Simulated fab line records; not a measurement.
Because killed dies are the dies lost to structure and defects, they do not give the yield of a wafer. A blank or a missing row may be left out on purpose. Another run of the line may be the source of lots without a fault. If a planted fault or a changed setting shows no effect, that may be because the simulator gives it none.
Matching of chambers ; flow n5 finfet ; N5_BEOL_M4_PECVD_72 on pecvd-03: 3 sister chambers
The step deposits SiO2 from TEOS/O2, target thk 16 nm, time 18 s. 6 wafers are shown with their chamber, then 12 later ones without.

## WAFERS PAIRED WITH THEIR CHAMBERS
wafer;chamber;showerhead plenum p Torr (Torr);heater power w (W)
L082.4;0;8.91;845
L084.3;1;8.81;689
L084.6;1;8.83;710
L090.2;2;8.92;747
L090.3;0;8.90;839
L090.5;2;8.91;768

## WAFERS WHOSE CHAMBER IS MISSING
wafer;showerhead plenum p Torr (Torr);heater power w (W)
L089.1;8.91;712
L089.4;8.91;699
L089.5;8.89;821
L091.2;8.89;758
L091.3;8.84;650
L091.6;8.89;765
L092.1;8.85;639
L092.2;8.90;897
L092.3;8.94;732
L093.3;8.87;746
L093.4;8.90;777
L093.6;8.85;675

## WHICH CHAMBER EACH WENT THROUGH
wafer;from the rows above;in truth
L089.1;2;2
L089.4;2;2
L089.5;0;0
L091.2;2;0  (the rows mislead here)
L091.3;1;1
L091.6;2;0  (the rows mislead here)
L092.1;1;1
L092.2;0;0
L092.3;2;2
L093.3;can't be placed: 2 or 1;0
L093.4;2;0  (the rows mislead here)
L093.6;1;1
Placed correctly: 8 of 12. Not placeable from these rows: 1 (in 0, the candidates include the true chamber). Wrongly placed: 3.
How it was worked out, from the rows above alone: a wafer's distance from a chamber is the root of the sum, over the readings, of the square of ((its reading less the chamber's mean) divided by the reading's scatter). If the next closest chamber is less than 2 further off than the closest, the wafer can't be placed; otherwise it belongs to the closest. A chamber's mean is the mean of its shown wafers. The scatter: the root of (the sum of the squares of (reading less its chamber's mean) over the shown wafers, divided by (wafers less chambers)).
